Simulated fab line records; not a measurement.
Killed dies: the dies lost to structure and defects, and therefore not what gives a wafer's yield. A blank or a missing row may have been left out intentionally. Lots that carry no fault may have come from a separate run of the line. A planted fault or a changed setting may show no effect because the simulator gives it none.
A lot that was struck, set against a sound lot -- flow n5 finfet -- 34 steps out of a route of 1938
Sound: wafers L330.4, L330.5, L330.6. Struck: wafers L335.2, L335.4, L335.6. At the end, the cause is stated.
Order at every step that has rows: each side's tool, ch and its chambers, its first start. Under that, the readings that differ: sound wafers -- struck wafers -- difference of the means -- sigmas: that difference in standard deviations of wafers without a fault.
alike: same words and numbers on both sides, and readings whose means sit less than 2 such deviations apart. not compared: any withheld reading, any reading some wafer has no value for, any bound like >300 that may hide the same value, and any number with overlapping values for which the record gives no deviation.
Wherever a step has rows on one side only, a row that says differs or no value, or a row with sigmas, the two part there. When numbers do not overlap yet have no deviation, they are printed without sigmas and do not part them. Lack of a reading on every wafer of one side parts them only where that side has two or more wafers.

first, 12 steps without rows for these wafers: N5_BEOL_M3_ANNEAL_87 (time 240 s); N5_BEOL_M3_SPUTTER_88 (material Cu, target thk 4.5 nm, time 8.29 s); N5_BEOL_M3_ANNEAL_89 (time 240 s); N5_BEOL_M3_SPUTTER_90 (material Cu, target thk 4.5 nm, time 8.29 s); N5_BEOL_M3_ANNEAL_91 (time 240 s); N5_BEOL_M3_SPUTTER_92 (material Cu, target thk 4.5 nm, time 8.29 s); N5_BEOL_M3_ANNEAL_93 (time 240 s); N5_BEOL_M3_SPUTTER_94 (material Cu, target thk 4.5 nm, time 8.29 s); N5_BEOL_M3_ANNEAL_95 (time 240 s); N5_BEOL_M3_SPUTTER_96 (material Cu, target thk 4.5 nm, time 8.29 s); N5_BEOL_M3_ECD_50 (material Cu, target thk 300 nm); N5_BEOL_M3_ANNEAL_51 (time 90 s).
N5_BEOL_M3_CMP_52: polishes, stops on SiOC, t overpolish 6.8 s, target thk 40 nm.
  sound on cmp-01 ch 0,1,3, day 8 09:20; struck on cmp-01 ch 0,1,3, day 10 05:57
  alike: barrier field endpoint s, motor current A, overpolish run s, slurry flow ml min, time to endpoint s
then, 4 steps without rows for these wafers: N5_BEOL_M3_PRE_CLEAN_60 (time 15 s); N5_BEOL_M3_CO_CAP_55 (material Co, precursor CCTBA/H2, target thk 2 nm, time 102.1 s); N5_BEOL_M3_PRE_CLEAN_56 (time 15 s); N5_BEOL_M3_DEP_57 (deposits SiCN from 3MS/NH3, target thk 8 nm, time 14 s).
N5_BEOL_M3_INSPECT_59: inspects for defects (darkfield).
  struck on defect inspect-02, day 10 06:31; sound on defect inspect-01, day 8 09:50
reading,sound,struck,difference,sigmas
raw defect count,70 111 66,405 424 389,+324,+15
then, 12 steps without rows for these wafers: N5_BEOL_M4_ILD_DEP_00 (deposits SiOC from DEMS/O2, target thk 79 nm, time 15.3 s); N5_BEOL_M4_PECVD_72 (deposits SiO2 from TEOS/O2, target thk 16 nm, time 18 s); N5_BEOL_M4_HM_DEP_02 (deposits TiN, target thk 20 nm); N5_BEOL_M4_COAT_61 (time 60 s, resist thk 60 nm); N5_BEOL_M4_COAT_62 (time 60 s, resist thk 12 nm); N5_BEOL_M4_COAT_73 (time 60 s, resist thk 5 nm); N5_BEOL_M4_COAT_05 (resist thk 30 nm); N5_BEOL_M4_EBR_07; N5_BEOL_M4_SOFTBAKE_06 (time 60 s); N5_BEOL_M4_EXPOSE_08 (exposes mask M4); N5_BEOL_M4_PEB_09 (peb time 60 s); N5_BEOL_M4_DEVELOP_10 (develop time 30 s).
N5_BEOL_M4_INSPECT_13: inspects for defects (brightfield).
  struck on defect inspect-01, day 10 08:50; sound on defect inspect-01, day 8 10:43
  alike: raw defect count
then, 1 step without rows for these wafers: N5_BEOL_M4_DESCUM_16 (chemistry O2, time 7 s).
N5_BEOL_M4_RC_MEAS_101:
  sound on prober-01 ch 0, day 8 21:28; struck on prober-01 ch 0, day 10 16:23
reading,sound,struck,difference,sigmas
IOFF_P (nA/um),0.149 0.192 0.192,0.252 0.228 0.254,+0.067,+3
VT_N (mV),256.6 252.7 252.7,248.4 248.9 247.0,-5.9,-2
VT_P (mV),-254.5 -252.7 -250.6,-246.0 -250.0 -246.8,+5.0,+2
  alike: DIBL_N, DIBL_P, IOFF_N, ION_N, ION_P, SS_N, SS_P
-- here the record skips 4 days between the struck wafers' starts before and after, leaving off in module BEOL_M4 and picking up in module PASSIVATION (first step shown: number 1936 of the route) --
N5_PASSIVATION_PROBE_49:
  rows exist in the record for the struck wafers here (prober-01, day 15 02:11), but not for the sound ones

WHERE THEY PART
At N5_BEOL_M3_INSPECT_59 first; at N5_PASSIVATION_PROBE_49 last (within this record only).

WHY: whatever the simulator had introduced
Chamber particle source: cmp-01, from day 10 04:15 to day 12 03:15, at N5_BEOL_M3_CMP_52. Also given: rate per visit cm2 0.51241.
